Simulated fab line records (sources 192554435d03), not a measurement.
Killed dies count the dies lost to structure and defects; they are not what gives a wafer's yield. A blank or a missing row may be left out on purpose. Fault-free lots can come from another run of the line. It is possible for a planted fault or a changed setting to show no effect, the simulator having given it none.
Which of the tools did it?    flow n5-finfet    10 lots, 30 wafers sampled, at 6 steps of a route of 1938

## WHAT THE GAUGES READ, wafer by wafer
Not one reading of a measure or inspect step in the record can be checked against a usual standard deviation.

## WHAT TOOL EACH LOT RAN ON (gives the tool, then ch and the chambers of the sampled wafers, and finally the start)
lot   N5_BEOL_M12_ETCH_38                 N5_BEOL_M12_SPUTTER_45        N5_BEOL_M12_ANNEAL_48             N5_BEOL_M13_COAT_58                N5_BEOL_M13_STRIP_64                  N5_PASSIVATION_PROBE_49
L397  rie-diel-02 ch 1,2,3, day 10 18:26  pvd-sputter-03, day 10 19:01  rtp-anneal-01 ch 0, day 10 19:16  litho-track-05 ch 0, day 10 20:14  plasma-asher-01 ch 0,1, day 10 21:06  -
L399  rie-diel-02 ch 2,3, day 11 06:03    pvd-sputter-02, day 11 06:43  rtp-anneal-02 ch 0, day 11 07:15  litho-track-05 ch 0, day 11 08:08  plasma-asher-01 ch 0,1, day 11 09:04  -
L398  rie-diel-04 ch 0,1,2, day 11 12:27  pvd-sputter-03, day 11 13:32  rtp-anneal-01 ch 0, day 11 13:53  litho-track-05 ch 0, day 11 14:46  plasma-asher-02 ch 0,1, day 11 15:39  -
L403  rie-diel-04 ch 1,2, day 12 06:32    pvd-sputter-02, day 12 07:29  rtp-anneal-01 ch 0, day 12 07:44  litho-track-03 ch 0, day 12 08:42  plasma-asher-02 ch 0,1, day 12 09:26  -
L404  rie-diel-04 ch 1,2,3, day 12 07:13  pvd-sputter-01, day 12 07:40  rtp-anneal-01 ch 0, day 12 08:17  litho-track-04 ch 0, day 12 09:16  plasma-asher-02 ch 0,1, day 12 10:07  -
L412  rie-diel-02 ch 0,1, day 14 11:06    pvd-sputter-02, day 14 11:44  rtp-anneal-02 ch 0, day 14 12:05  litho-track-05 ch 0, day 14 12:58  plasma-asher-01 ch 0,1, day 14 13:51  -
L414  rie-diel-05 ch 0,3, day 15 01:53    pvd-sputter-02, day 15 02:32  rtp-anneal-02 ch 0, day 15 02:47  litho-track-05 ch 0, day 15 03:45  plasma-asher-02 ch 0,1, day 15 04:37  -
L415  rie-diel-02 ch 1,3, day 15 16:19    pvd-sputter-02, day 15 17:04  rtp-anneal-01 ch 0, day 15 17:29  litho-track-03 ch 0, day 15 18:25  plasma-asher-02 ch 0,1, day 15 19:30  -
L416  rie-diel-04 ch 0,1,2, day 15 22:16  pvd-sputter-01, day 15 22:44  rtp-anneal-01 ch 0, day 15 23:00  litho-track-03 ch 0, day 16 00:04  plasma-asher-01 ch 0,1, day 16 00:56  prober-02, day 17 04:58
L420  rie-diel-02 ch 0,1,3, day 17 00:55  pvd-sputter-01, day 17 01:46  rtp-anneal-01 ch 0, day 17 02:10  litho-track-04 ch 0, day 17 02:59  plasma-asher-01 ch 0,1, day 17 04:05  -
- N5_BEOL_M12_ETCH_38: etches SiCN in CF4/N2, target depth 68.7 nm, time 73.4 s.
- N5_BEOL_M12_SPUTTER_45: material Cu, target thk 80 nm, time 13.33 s.
- N5_BEOL_M12_ANNEAL_48: time 90 s.
- N5_BEOL_M13_COAT_58: time 60 s, resist thk 89 nm.
- N5_BEOL_M13_STRIP_64: strips in N2/H2.
- N5_PASSIVATION_PROBE_49

## WHAT THE TOOLS THEMSELVES READ (means of the sampled wafers that have a number; where no wafer has one, the mark that the record gives instead)
N5_BEOL_M12_ETCH_38.
lot   tool         drypump-motor-current-A (A)  n2-flow-sccm (sccm)  oes-product-au (a.u.)  rf-vpp-V (V)  showerhead-plenum-p-Torr (Torr)  throttle-valve-pct (%)
L397  rie-diel-02  5.4                          60.13                0.80                   383.4         2.25                             15.42
L399  rie-diel-02  5.6                          59.95                0.80                   383.7         2.25                             15.48
L398  rie-diel-04  5.3                          60.20                0.74                   381.7         2.17                             15.58
L403  rie-diel-04  5.0                          60.13                0.79                   381.6         2.19                             15.48
L404  rie-diel-04  5.2                          59.82                0.73                   380.8         2.17                             15.55
L412  rie-diel-02  5.2                          60.03                0.75                   381.6         2.19                             15.37
L414  rie-diel-05  5.2                          59.99                0.77                   383.7         2.25                             15.24
L415  rie-diel-02  5.1                          60.03                0.79                   383.2         2.23                             15.33
L416  rie-diel-04  5.3                          60.00                0.90                   383.4         2.24                             15.31
L420  rie-diel-02  5.3                          59.96                0.85                   383.8         2.27                             15.29

N5_BEOL_M12_SPUTTER_45.
lot   tool            throttle-valve-pct (%)
L397  pvd-sputter-03  29.0
L399  pvd-sputter-02  29.8
L398  pvd-sputter-03  29.1
L403  pvd-sputter-02  29.5
L404  pvd-sputter-01  30.3
L412  pvd-sputter-02  29.5
L414  pvd-sputter-02  29.7
L415  pvd-sputter-02  29.0
L416  pvd-sputter-01  29.1
L420  pvd-sputter-01  30.3

N5_BEOL_M12_ANNEAL_48.
lot   tool           wafer_temp_C_max
L397  rtp-anneal-01  225.5
L399  rtp-anneal-02  226.1
L398  rtp-anneal-01  225.5
L403  rtp-anneal-01  225.7
L404  rtp-anneal-01  225.9
L412  rtp-anneal-02  226.1
L414  rtp-anneal-02  226.6
L415  rtp-anneal-01  225.7
L416  rtp-anneal-01  225.9
L420  rtp-anneal-01  225.7

N5_BEOL_M13_COAT_58.
lot   tool            spin-speed-rpm (rpm)
L397  litho-track-05  1501.7
L399  litho-track-05  1499.0
L398  litho-track-05  1498.7
L403  litho-track-03  1500.2
L404  litho-track-04  1499.6
L412  litho-track-05  1776.8
L414  litho-track-05  1777.1
L415  litho-track-03  1499.6
L416  litho-track-03  1500.9
L420  litho-track-04  1500.3

N5_BEOL_M13_STRIP_64.
lot   tool             drypump-motor-current-A (A)  heater-power-w (W)  n2-flow-sccm (sccm)  oes-product-au (a.u.)  strip-time-to-endpoint-s (s)
L397  plasma-asher-01  5.71                         366                 1752                 0.718                  31.41
L399  plasma-asher-01  5.47                         374                 1750                 0.712                  31.41
L398  plasma-asher-02  5.84                         323                 1746                 0.710                  31.35
L403  plasma-asher-02  5.87                         314                 1755                 0.712                  31.29
L404  plasma-asher-02  5.88                         316                 1755                 0.713                  31.22
L412  plasma-asher-01  5.47                         385                 1755                 0.713                  29.21
L414  plasma-asher-02  5.87                         318                 1749                 0.713                  29.24
L415  plasma-asher-02  5.87                         318                 1752                 0.714                  31.38
L416  plasma-asher-01  5.49                         379                 1751                 0.720                  31.32
L420  plasma-asher-01  5.69                         373                 1747                 0.716                  31.30

N5_PASSIVATION_PROBE_49.
lot   tool       defect-limited-yield (%)  killed_at_M0_to_M3  killed_at_M4_up  killed-at-contacts  killed-at-front-end  killed-at-other  killed-dies  killed-open  killed-short  sort_bin_5_function (%)  sort_bin_6_memory (%)  sort-n-pass  sort-yield-pct (%)
L416  prober-02  89.9                      51                  12               15                  37                   5                120          78           42            6.2                      3.6                    1060         89.9

## THE ANSWER, worked out from the rows above alone
Rule: what is usual is taken from the lots themselves. The widest of any qualifying gaps counts: lots, ordered by their means at a reading, are off when they make up no more than a third of the lots, leave a main group of 4 or more, and stand apart from it by 3 or more times the standard deviation of that group's means. If all means in a main group match to the digits the tables above print for the reading, that group is not used. Also off: a lot with no number at a reading for which 4 or more lots have one. The other lots that the step has rows for count as sound. Order of review: gauges by route order, followed by the tools' own readings, for which a lot's mean as printed above is used. At the first step where some lot is off, the reading lying furthest off is the one used; lots without a number count as furthest.
Off: L412, L414 (N5_BEOL_M13_COAT_58, spin-speed-rpm). The main group has a mean of 1500.0 rpm with a standard deviation of 0.92.
If a tool, at that step or one of the process steps before it, ran each lot that is off and ran no sound lot following the first of them, it fits. Can't be told from this: 2 tools fit, rtp-anneal-02 at N5_BEOL_M12_ANNEAL_48, litho-track-05 at N5_BEOL_M13_COAT_58.

## WHAT THE SIMULATOR PUT IN
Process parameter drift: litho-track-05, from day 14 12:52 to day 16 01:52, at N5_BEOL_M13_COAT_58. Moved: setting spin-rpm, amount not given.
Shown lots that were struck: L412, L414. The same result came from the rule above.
